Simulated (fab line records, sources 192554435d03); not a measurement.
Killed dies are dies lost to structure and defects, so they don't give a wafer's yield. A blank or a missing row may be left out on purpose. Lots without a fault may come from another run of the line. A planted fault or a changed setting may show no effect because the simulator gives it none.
fab line records | flow n5_finfet
record lots=7 wafers=21
route steps=1938 shown WELL_APT@25 PMOS_HMC_CHANNEL_EPI@63 FIN_CUT@160 DUMMY_GATE@224
start_h: hours from the record's first day to the start of the lot's first wafer shown | wait_h: hours since the lot's step before | " the same as in the row above | L1.1+2: a row that stands for several wafers | - no value, or no start given | * or withheld: withheld | < > ~ a bound
route shown NAME@n: a module of which the file shows steps, and the number in the route of the first | usual: mean/standard deviation of fault-free wafers | same: alike in all rows | chamber/n: place in a boat | sites: the reading at each site | _std_site: their standard deviation | _edge_site: outer sites' mean less inner sites' | radius_mm: how far each site lies from the wafer's centre | mask NAME#n: copy n | behind: the tool/chamber that last shaped the wafer | hold: why the lot was held/for how many hours/how that ended | device: the transistor (n, p or np) that didn't switch | end of line: the same wafers' tests at the end of the route | a step without rows: its recipe alone | killed: dies lost to structure and defects at the first sort, not the wafer's yield | map: a wafer's dies, x killed, . not, _ none there
set.NAME: the setting as run; set.NAME@STEP: as run at that earlier step | model.NAME: the simulator's own value behind a step, which no gauge read
lots whose settings were changed on purpose; a table a step, a row a wafer
## steps
# step N5_WELL_APT_PEB_06
# recipe peb_temp_c=130 peb_time_s=90
# columns lot.wafer tool chamber start_h wait_h set.peb_time_s
L074.1+4+5 litho_track-02 0 13.44 0.1 90
L079.3+4+5 litho_track-03 0 43.76 0.0 90
L080.1+3 litho_track-03 0 49.83 0.1 69.85
L080.5 " 0 " " 90
L082.2+4+6 litho_track-03 0 61.61 0.0 90
L083.2+4 litho_track-04 0 67.75 0.0 76.08
L083.6 " 0 " " 90
L088.2 litho_track-04 0 98.32 0.0 90
L088.3+4 " 0 " " 71.73
L095.2+3+6 litho_track-04 0 139.57 0.0 90
# step N5_WELL_APT_DEVELOP_07
# recipe develop_time_s=45 rinse_liquid=surfactant_rinse dry=air_spin dev_temp_c=21
# step N5_WELL_APT_HARDBAKE_12
# recipe temp_c=130 time_s=120
# step N5_WELL_APT_CD_MEAS_08
# recipe target_cd_nm=200 landing_energy_ev=500 detector=se_inlens
# usual cd_nm=200.8/1.8
# columns lot.wafer tool chamber start_h wait_h set.peb_time_s@WELL_APT_PEB_06 cd_nm
L074.1 cd_sem-02 0 13.56 - 90 196.5
L074.4 " 0 " " 90 200.2
L074.5 " 0 " " 90 200.3
L079.3 cd_sem-02 0 43.87 - 90 199.8
L079.4 " 0 " " 90 201.4
L079.5 " 0 " " 90 203.5
L080.1 cd_sem-01 0 49.94 - 69.85 190.8
L080.3 " 0 " " 69.85 191.7
L080.5 " 0 " " 90 202.5
L082.2 cd_sem-01 0 61.73 - 90 201.8
L082.4 " 0 " " 90 201.3
L082.6 " 0 " " 90 200.2
L083.2 cd_sem-03 0 67.86 - 76.08 196.9
L083.4 " 0 " " 76.08 195.1
L083.6 " 0 " " 90 205.1
L088.2 cd_sem-02 0 98.44 - 90 199.0
L088.3 " 0 " " 71.73 192.7
L088.4 " 0 " " 71.73 190.0
L095.2 cd_sem-01 0 139.69 - 90 201.8
L095.3 " 0 " " 90 198.9
L095.6 " 0 " " 90 200.5
# step N5_WELL_APT_DESCUM_13
# recipe chemistry=O2 time_s=7.9 source_power_w=50 bias_power_w=20 pressure_mtorr=20 rf_frequency_hz=2.712e+07 temp_c=40 o2_flow_sccm=225
# columns lot.wafer tool chamber start_h wait_h set.peb_time_s@WELL_APT_PEB_06 model.WELL_APT.cd_nm
L074.1 rie_diel-03 2 13.75 0.1 90 196.7
L074.4 " 3 " " 90 200.3
L074.5 " 0 " " 90 200.4
L079.3 rie_diel-03 3 43.96 0.0 90 199.6
L079.4 " 3 " " 90 201.5
L079.5 " 0 " " 90 203.9
L080.1 rie_diel-03 0 50.42 0.4 69.85 190.6
L080.3 " 3 " " 69.85 191.9
L080.5 " 0 " " 90 202.7
L082.2 rie_diel-03 2 61.81 0.0 90 201.7
L082.4 " 1 " " 90 202
L082.6 " 0 " " 90 200.1
L083.2 rie_diel-01 2 67.95 0.0 76.08 197.1
L083.4 " 0 " " 76.08 195.1
L083.6 " 1 " " 90 204.9
L088.2 rie_diel-03 1 98.52 0.0 90 198.9
L088.3 " 0 " " 71.73 192.7
L088.4 " 2 " " 71.73 190.1
L095.2 rie_diel-01 1 140.02 0.3 90 202
L095.3 " 2 " " 90 199.4
L095.6 " 3 " " 90 200.3
# step N5_PMOS_HMC_CHANNEL_EPI_PEB_07
# recipe peb_temp_c=110 peb_time_s=60 resist=CAR-ArF-block
# columns lot.wafer tool chamber start_h wait_h set.peb_time_s
L074.1+4+5 litho_track-05 0 17.34 0.1 60
L079.3+5 litho_track-05 0 47.53 0.0 60
L079.4 " 0 " " 52.06
L080.1 litho_track-05 0 53.76 0.1 69.49
L080.3+5 " 0 " " 60
L082.2+4 litho_track-02 0 66.36 0.0 60
L082.6 " 0 " " 54.5
L083.2 litho_track-05 0 72.04 0.0 66.07
L083.4+6 " 0 " " 60
L088.2+4 litho_track-05 0 101.68 0.0 65.63
L088.3 " 0 " " 60
L095.2+3+6 litho_track-05 0 143.43 0.0 60
# step N5_PMOS_HMC_CHANNEL_EPI_DEVELOP_08
# recipe develop_time_s=30 developer=TMAH resist=CAR-ArF-block dev_temp_c=23 rinse_liquid=diw dry=air_spin
# step N5_PMOS_HMC_CHANNEL_EPI_CD_MEAS_09
# recipe target_cd_nm=237.4 landing_energy_ev=500 detector=se_inlens
# usual cd_nm=237.3/0.98
# columns lot.wafer tool chamber start_h wait_h set.peb_time_s@PMOS_HMC_CHANNEL_EPI_PEB_07 cd_nm
L074.1 cd_sem-03 0 17.41 - 60 237.2
L074.4 " 0 " " 60 237.5
L074.5 " 0 " " 60 237.2
L079.3 cd_sem-01 0 47.59 - 60 237.3
L079.4 " 0 " " 52.06 232.4
L079.5 " 0 " " 60 237.8
L080.1 cd_sem-03 0 53.83 - 69.49 241.9
L080.3 " 0 " " 60 235.8
L080.5 " 0 " " 60 236.0
L082.2 cd_sem-03 0 66.43 - 60 238.1
L082.4 " 0 " " 60 237.7
L082.6 " 0 " " 54.5 234.6
L083.2 cd_sem-01 0 72.10 - 66.07 242.1
L083.4 " 0 " " 60 239.2
L083.6 " 0 " " 60 238.4
L088.2 cd_sem-02 0 101.75 - 65.63 241.2
L088.3 " 0 " " 60 237.4
L088.4 " 0 " " 65.63 242.1
L095.2 cd_sem-02 0 143.49 - 60 236.5
L095.3 " 0 " " 60 235.7
L095.6 " 0 " " 60 237.1
# step N5_PMOS_HMC_CHANNEL_EPI_DESCUM_14
# recipe chemistry=O2 time_s=7.9 source_power_w=50 bias_power_w=20 pressure_mtorr=20 rf_frequency_hz=2.712e+07 temp_c=40 resist=CAR-ArF-block o2_flow_sccm=225
# columns lot.wafer tool chamber start_h wait_h set.peb_time_s@PMOS_HMC_CHANNEL_EPI_PEB_07 model.PMOS_HMC_CHANNEL_EPI.cd_nm
L074.1 rie_diel-02 0 17.81 0.3 60 237.1
L074.4 " 2 " " 60 237.8
L074.5 " 0 " " 60 237.4
L079.3 rie_diel-06 3 47.68 0.0 60 237.5
L079.4 " 0 " " 52.06 232.4
L079.5 " 2 " " 60 237.9
L080.1 rie_diel-02 1 53.93 0.0 69.49 242.1
L080.3 " 0 " " 60 236.1
L080.5 " 0 " " 60 236.2
L082.2 rie_diel-02 3 66.77 0.3 60 238.5
L082.4 " 2 " " 60 238
L082.6 " 3 " " 54.5 234.9
L083.2 rie_diel-05 2 72.22 0.1 66.07 242
L083.4 " 1 " " 60 239.2
L083.6 " 1 " " 60 238.4
L088.2 rie_diel-05 1 101.84 0.0 65.63 241.1
L088.3 " 2 " " 60 237.2
L088.4 " 3 " " 65.63 241.8
L095.2 rie_diel-02 2 143.58 0.0 60 236.6
L095.3 " 0 " " 60 235.7
L095.6 " 1 " " 60 237.2
# step N5_PMOS_HMC_CHANNEL_EPI_ETCH_32
# recipe chemistry=N2/H2 target=BARC stop_on=SiO2 target_depth_a=858 over_etch_frac=0.3 time_s=50.3 ion_energy_ev=200 mask_material=CAR-ArF-block pressure_mtorr=30 source_w=840 bias_w=150 n2_flow_sccm=200 h2_flow_sccm=200
# usual rf_vpp_V=524.2/2
# columns lot.wafer tool chamber start_h wait_h set.bias_w set.peb_time_s@PMOS_HMC_CHANNEL_EPI_PEB_07 rf_vpp_V model.PMOS_HMC_CHANNEL_EPI.cd_nm
L074.1 rie_diel-02 0 17.84 0.0 150 60 524.2 239.5
L074.4 " 2 " " 150 60 523.0 239.9
L074.5 " 0 " " 150 60 526.8 240
L079.3 rie_diel-06 3 47.72 0.0 150 60 526.8 240.9
L079.4 " 0 " " 150 52.06 521.3 235.8
L079.5 " 2 " " 150 60 527.3 242
L080.1 rie_diel-02 1 53.97 0.0 150 69.49 522.2 244.7
L080.3 " 0 " " 150 60 526.3 238.6
L080.5 " 0 " " 150 60 527.4 238.6
L082.2 rie_diel-02 3 66.81 0.0 150 60 522.1 240.7
L082.4 " 2 " " 170.8 60 568.9 240.5
L082.6 " 3 " " 150 54.5 522.1 237.2
L083.2 rie_diel-05 2 72.25 0.0 150 66.07 526.7 246
L083.4 " 1 " " 150 60 525.5 241.1
L083.6 " 1 " " 150 60 525.3 240.3
L088.2 rie_diel-05 1 101.87 0.0 150 65.63 526.9 242.9
L088.3 " 2 " " 130 60 480.4 240.1
L088.4 " 3 " " 150 65.63 523.6 243.9
L095.2 rie_diel-02 2 143.61 0.0 150 60 524.3 239.4
L095.3 " 0 " " 150 60 525.1 239
L095.6 " 1 " " 150 60 522.9 239.7
# step N5_PMOS_HMC_CHANNEL_EPI_HM_OPEN_15
# recipe chemistry=CHF3/O2 target=SiO2 mask_material=CAR-ArF-block target_depth_a=406 CHF3_flow_sccm=50 O2_flow_sccm=5 Ar_flow_sccm=200 time_s=20.3 pressure_mtorr=30 source_w=650 bias_w=170 ion_energy_ev=200
# step N5_PMOS_HMC_CHANNEL_EPI_STRIP_33
# recipe chemistry=N2/H2 power_w=500 temp_c=40 pressure_mtorr=50 rf_frequency_hz=6e+07 overash_fraction=0.3 bias_power_w=8 h2_frac=0.5 n2_flow_sccm=300 h2_flow_sccm=300
# step N5_PMOS_HMC_CHANNEL_EPI_STRIP_17
# recipe chemistry=SPM time_s=750 temp_c=130 h2so4_h2o2_vol_ratio=4 dry=ipa_marangoni
# step N5_PMOS_HMC_CHANNEL_EPI_ETCH_38
# recipe chemistry=CF4 target=SiO2 target_depth_a=15 ion_energy_ev=350 pressure_mtorr=10 icp_w=800 bias_w=400 cf4_flow_sccm=80
# step N5_PMOS_HMC_CHANNEL_EPI_FIN_RECESS_16
# recipe chemistry=HBr/Cl2 target=Si mask_material=SiO2 target_depth_a=540 time_s=18 pressure_mtorr=10 icp_w=800 bias_w=75 HBr_flow_sccm=150 Cl2_flow_sccm=80
# columns lot.wafer tool chamber start_h wait_h set.peb_time_s@PMOS_HMC_CHANNEL_EPI_PEB_07 model.PMOS_HMC_CHANNEL_EPI.cd_nm
L074.1 rie_si-06 0 18.28 0.0 60 239.3
L074.4 " 2 " " 60 240
L074.5 " 0 " " 60 239.8
L079.3 rie_si-06 2 48.14 0.0 60 240.8
L079.4 " 3 " " 52.06 235.7
L079.5 " 2 " " 60 242
L080.1 rie_si-02 0 54.40 0.0 69.49 244.5
L080.3 " 1 " " 60 238.3
L080.5 " 3 " " 60 238.5
L082.2 rie_si-06 3 67.23 0.0 60 240.6
L082.4 " 0 " " 60 240.3
L082.6 " 1 " " 54.5 237.3
L083.2 rie_si-02 2 72.67 0.0 66.07 246
L083.4 " 0 " " 60 241.1
L083.6 " 2 " " 60 240.4
L088.2 rie_si-02 1 102.29 0.0 65.63 242.6
L088.3 " 2 " " 60 240.3
L088.4 " 0 " " 65.63 244.1
L095.2 rie_si-06 3 144.04 0.0 60 239.5
L095.3 " 2 " " 60 239
L095.6 " 2 " " 60 239.6
# step N5_FIN_CUT_EXPOSE_05
# recipe mask_id=FIN_CUT na=0.33 source_shape=annular sigma_inner=0.35 sigma_outer=0.8 polarization=unpolarized dose_mj=45.75
# columns lot.wafer tool chamber start_h wait_h mask set.dose_mj
L074.1+4+5 euv_scanner-01 0 26.91 - FIN_CUT#0 45.75
L079.3+4 euv_scanner-02 0 58.18 - FIN_CUT#0 47.44
L079.5 " 0 " " FIN_CUT#0 45.75
L080.1+3+5 euv_scanner-02 0 63.20 - FIN_CUT#0 45.75
L082.2+4+6 euv_scanner-01 0 75.47 - FIN_CUT#0 45.75
L083.2+4+6 euv_scanner-02 0 81.32 - FIN_CUT#0 45.75
L088.2 euv_scanner-01 0 112.21 - FIN_CUT#0 48.1
L088.3+4 " 0 " " FIN_CUT#0 45.75
L095.2+6 euv_scanner-01 0 153.61 - FIN_CUT#0 44.85
L095.3 " 0 " " FIN_CUT#0 45.75
# step N5_FIN_CUT_PEB_06
# recipe peb_temp_c=100 peb_time_s=60 resist=CAR-EUV
# step N5_FIN_CUT_DEVELOP_07
# recipe develop_time_s=30 developer=TMAH resist=CAR-EUV rinse_liquid=surfactant_rinse dry=air_spin dev_temp_c=23
# step N5_FIN_CUT_CD_MEAS_08
# recipe target_cd_nm=29.1 landing_energy_ev=500 detector=se_inlens polarity=opening
# usual cd_nm=29.01/0.22
# columns lot.wafer tool chamber start_h wait_h set.dose_mj@FIN_CUT_EXPOSE_05 cd_nm
L074.1 cd_sem-01 0 27.04 - 45.75 29.06
L074.4 " 0 " " 45.75 29.06
L074.5 " 0 " " 45.75 29.18
L079.3 cd_sem-01 0 58.30 - 47.44 29.79
L079.4 " 0 " " 47.44 29.52
L079.5 " 0 " " 45.75 28.67
L080.1 cd_sem-01 0 63.33 - 45.75 29.07
L080.3 " 0 " " 45.75 28.85
L080.5 " 0 " " 45.75 29.21
L082.2 cd_sem-02 0 75.59 - 45.75 29.02
L082.4 " 0 " " 45.75 28.99
L082.6 " 0 " " 45.75 29.13
L083.2 cd_sem-02 0 81.45 - 45.75 28.85
L083.4 " 0 " " 45.75 29.27
L083.6 " 0 " " 45.75 28.90
L088.2 cd_sem-01 0 112.34 - 48.1 29.67
L088.3 " 0 " " 45.75 28.60
L088.4 " 0 " " 45.75 28.80
L095.2 cd_sem-03 0 153.74 - 44.85 28.84
L095.3 " 0 " " 45.75 29.05
L095.6 " 0 " " 44.85 28.39
# step N5_FIN_CUT_DESCUM_13
# recipe chemistry=O2 time_s=7 source_power_w=50 bias_power_w=20 pressure_mtorr=20 rf_frequency_hz=2.712e+07 temp_c=40 resist=CAR-EUV o2_flow_sccm=225
# step N5_FIN_CUT_ETCH_30
# recipe chemistry=N2/H2 target=underlayer target_depth_a=130 mask_material=CAR-EUV time_s=10.4 ion_energy_ev=200 pressure_mtorr=30 source_w=840 bias_w=150 n2_flow_sccm=200 h2_flow_sccm=200 ends=cleared
# columns lot.wafer tool chamber start_h wait_h set.dose_mj@FIN_CUT_EXPOSE_05 model.FIN_CUT.cd_offset_nm
L074.1+5 rie_diel-05 2,1 27.20 0.0 45.75 0
L074.4 " 3 " " 45.75 -0.4
L079.3 rie_diel-02 2 58.47 0.0 47.44 0.6
L079.4 " 1 " " 47.44 0.4
L079.5 " 3 " " 45.75 -0.6
L080.1 rie_diel-05 2 63.49 0.0 45.75 0
L080.3+5 " 1,3 " " 45.75 -0.2
L082.2 rie_diel-02 2 75.75 0.0 45.75 0
L082.4+6 " 1,0 " " 45.75 -0.2
L083.2+6 rie_diel-02 0,1 81.62 0.0 45.75 -0.2
L083.4 " 2 " " 45.75 0
L088.2 rie_diel-06 2 112.50 0.0 48.1 0.8
L088.3 " 0 " " 45.75 0
L088.4 " 3 " " 45.75 -0.2
L095.2+6 rie_diel-06 3,1 153.91 0.0 44.85 -0.4
L095.3 " 1 " " 45.75 -0.2
# step N5_DUMMY_GATE_COAT_28
# recipe resist=underlayer temp_c=205 time_s=60 spin_rpm=1500 resist_thk_nm=10
# columns lot.wafer tool chamber start_h wait_h set.spin_rpm model.underlayer_of_DUMMY_GATE_COAT_28.thk_nm
L074.1+4+5 litho_track-03 0 - - 1500 10
L079.3+4 litho_track-05 0 - - 1500 10
L079.5 " 0 " " 1546 9.8
L080.1+3 litho_track-01 0 - - 1500 10
L080.5 " 0 " " 1408 10.4
L082.2+4 litho_track-01 0 - - 1500 10
L082.6 " 0 " " 1574 9.8
L083.2 litho_track-01 0 - - 1608 9.8
L083.4+6 " 0 " " 1608 9.6
L088.2+4 litho_track-03 0 - - 1411 10.4
L088.3 " 0 " " 1500 10
L095.2+6 litho_track-01 0 - - 1376 10.4
L095.3 " 0 " " 1500 10
## key
split step=N5_WELL_APT_PEB_06 setting=peb_time_s stated=90 by=wafer
response step=N5_WELL_APT_CD_MEAS_08 reading=cd_nm change=+0.474 per=1% r=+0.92
response step=N5_WELL_APT_DESCUM_13 reading=model.WELL_APT.cd_nm change=+0.473 per=1% r=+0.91
split step=N5_PMOS_HMC_CHANNEL_EPI_PEB_07 setting=peb_time_s stated=60 by=wafer
response step=N5_PMOS_HMC_CHANNEL_EPI_CD_MEAS_09 reading=cd_nm change=+0.383 per=1% r=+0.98
response step=N5_PMOS_HMC_CHANNEL_EPI_DESCUM_14 reading=model.PMOS_HMC_CHANNEL_EPI.cd_nm change=+0.384 per=1% r=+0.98
response step=N5_PMOS_HMC_CHANNEL_EPI_ETCH_32 reading=model.PMOS_HMC_CHANNEL_EPI.cd_nm change=+0.409 per=1% r=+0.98
response step=N5_PMOS_HMC_CHANNEL_EPI_FIN_RECESS_16 reading=model.PMOS_HMC_CHANNEL_EPI.cd_nm change=+0.402 per=1% r=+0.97
split step=N5_PMOS_HMC_CHANNEL_EPI_ETCH_32 setting=bias_w stated=150 by=wafer
response step=N5_PMOS_HMC_CHANNEL_EPI_ETCH_32 reading=rf_vpp_V change=+3.37 per=1% r=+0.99
split step=N5_FIN_CUT_EXPOSE_05 setting=dose_mj stated=45.75 by=wafer
response step=N5_FIN_CUT_CD_MEAS_08 reading=cd_nm change=+0.215 per=1% r=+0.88
response step=N5_FIN_CUT_ETCH_30 reading=model.FIN_CUT.cd_offset_nm change=+0.207 per=1% r=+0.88
split step=N5_DUMMY_GATE_COAT_28 setting=spin_rpm stated=1500 by=wafer
response step=N5_DUMMY_GATE_COAT_28 reading=model.underlayer_of_DUMMY_GATE_COAT_28.thk_nm change=-0.0557 per=1% r=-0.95
